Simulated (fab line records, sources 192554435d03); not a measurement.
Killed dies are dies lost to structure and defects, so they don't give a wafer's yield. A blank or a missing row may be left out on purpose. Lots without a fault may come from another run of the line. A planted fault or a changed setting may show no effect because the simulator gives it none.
Split-lot experiment | flow n5_finfet | 7 lots, 39 wafers read, on a route of 1938 steps

THE SPLIT
At N5_BEOL_M14_SPUTTER_43 (material TaN, target thk 15 nm, time 24.19 s), the setting time_s was moved away from the recipe's 24.19 s on 12 of the 39 wafers read, by -58.5% to +46.3%. The other wafers ran this setting at the recipe's value.

FROM THE SPLIT TO THE READING: what the file shows between them, 4 steps
- N5_BEOL_M14_SPUTTER_44: material Ta, target thk 15 nm, time 24.19 s
- N5_BEOL_M14_SPUTTER_45: material Cu, target thk 100 nm, time 16.67 s
- N5_BEOL_M14_ECD_47: material Cu, target thk 1248 nm
- N5_BEOL_M14_ANNEAL_48: time 90 s

THE READING
barrier_field_endpoint_s, in s, at N5_BEOL_M14_CMP_49 (polishes, stops on SiO2, t overpolish 5.2 s, target thk 560 nm). Fault-free wafers of this fab line usually give 11.45 s, standard deviation 0.25 s.

wafer  | tool, chamber at the split | time_s as run, s | against the recipe | barrier_field_endpoint_s, s | against lot-mates on the recipe
L075.4 | pvd_sputter-01, -          | 11.86            | -51.0%             | 8.47                        | -2.91
L075.1 | pvd_sputter-01, -          | 24.19            | recipe             | 11.48                       | -
L075.2 | pvd_sputter-01, -          | 11.86            | -51.0%             | 8.59                        | -2.79
L075.3 | pvd_sputter-01, -          | 11.86            | -51.0%             | 8.51                        | -2.87
L075.6 | pvd_sputter-01, -          | 24.19            | recipe             | 11.39                       | -
L075.5 | pvd_sputter-01, -          | 24.19            | recipe             | 11.26                       | -
L084.2 | pvd_sputter-03, -          | 24.19            | recipe             | 11.43                       | -
L084.1 | pvd_sputter-03, -          | 15.66            | -35.3%             | 9.55                        | -1.80
L084.3 | pvd_sputter-03, -          | 24.19            | recipe             | 11.33                       | -
L084.4 | pvd_sputter-03, -          | 15.66            | -35.3%             | 9.32                        | -2.03
L084.6 | pvd_sputter-03, -          | 15.66            | -35.3%             | 9.27                        | -2.08
L084.5 | pvd_sputter-03, -          | 24.19            | recipe             | 11.29                       | -
L086.3 | pvd_sputter-01, -          | 10.04            | -58.5%             | 8.07                        | -3.37
L086.2 | pvd_sputter-01, -          | 24.19            | recipe             | 11.36                       | -
L086.4 | pvd_sputter-01, -          | 24.19            | recipe             | 11.54                       | -
L086.1 | pvd_sputter-01, -          | 24.19            | recipe             | 11.42                       | -
L086.6 | pvd_sputter-01, -          | 10.04            | -58.5%             | 7.93                        | -3.51
L086.5 | pvd_sputter-01, -          | 10.04            | -58.5%             | 8.02                        | -3.42
L091.1 | pvd_sputter-01, -          | 24.19            | recipe             | 11.92                       | -
L091.2 | pvd_sputter-01, -          | 24.19            | recipe             | 11.78                       | -
L091.4 | pvd_sputter-01, -          | 24.19            | recipe             | 11.76                       | -
L090.4 | pvd_sputter-01, -          | 24.19            | recipe             | 11.40                       | -
L090.2 | pvd_sputter-01, -          | 24.19            | recipe             | 11.30                       | -
L090.3 | pvd_sputter-01, -          | 24.19            | recipe             | 11.44                       | -
L090.1 | pvd_sputter-01, -          | 24.19            | recipe             | 11.45                       | -
L090.5 | pvd_sputter-01, -          | 24.19            | recipe             | 11.26                       | -
L090.6 | pvd_sputter-01, -          | 24.19            | recipe             | 11.46                       | -
L094.3 | pvd_sputter-01, -          | 24.19            | recipe             | 11.22                       | -
L094.2 | pvd_sputter-01, -          | 24.19            | recipe             | 11.25                       | -
L094.4 | pvd_sputter-01, -          | 35.4             | +46.3%             | 13.76                       | +2.60
L094.1 | pvd_sputter-01, -          | 35.4             | +46.3%             | 13.54                       | +2.38
L094.6 | pvd_sputter-01, -          | 35.4             | +46.3%             | 13.78                       | +2.62
L094.5 | pvd_sputter-01, -          | 24.19            | recipe             | 11.02                       | -
L095.2 | pvd_sputter-01, -          | 24.19            | recipe             | 11.79                       | -
L095.4 | pvd_sputter-01, -          | 24.19            | recipe             | 11.36                       | -
L095.1 | pvd_sputter-01, -          | 24.19            | recipe             | 10.89                       | -
L095.3 | pvd_sputter-01, -          | 24.19            | recipe             | 11.28                       | -
L095.6 | pvd_sputter-01, -          | 24.19            | recipe             | 11.32                       | -
L095.5 | pvd_sputter-01, -          | 24.19            | recipe             | 11.53                       | -

THE FIT
A straight line over all 39 wafers: barrier_field_endpoint_s changes by +0.0551 s for each +1% of time_s; r = +0.99; the points scatter about the line by 0.21 s.
The same after taking each lot's own level away (the mean of its wafers on the recipe; 39 wafers): +0.0565 s for each +1%; r = +1.00; scatter 0.14 s.
On that fit, the largest move of time_s shifts the reading by 3.3 s.
The lots' own levels span 11.163 to 11.820 s, that is 2.6 times the standard deviation above.
So the lot-to-lot level changes the slope little: the two slopes agree.
Check: with one of the wafers moved furthest among these (-58.5%) left out of the fit, the line predicts -3.31 s for it against its lot-mates. It came out at -3.37 s against them.

THE WHOLE CHAIN: every reading that the file lists as answering this split, in the file's order
step                   | what it does                                                   | reading                                                                            | change (the file's fit)               | r (the file's)
N5_BEOL_M14_SPUTTER_43 | material TaN, target thk 15 nm, time 24.19 s                   | TaN_of_BEOL_M14_SPUTTER_43.thk_nm (the simulator's own value, which no gauge read) | +0.151 nm for each +1% of the setting | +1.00
N5_BEOL_M14_CMP_49     | polishes, stops on SiO2, t overpolish 5.2 s, target thk 560 nm | barrier_field_endpoint_s                                                           | +0.0567 s for each +1% of the setting | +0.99

THE FILE'S OWN FIT
barrier_field_endpoint_s changes by +0.0567 s for each +1% of time_s, r = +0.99.
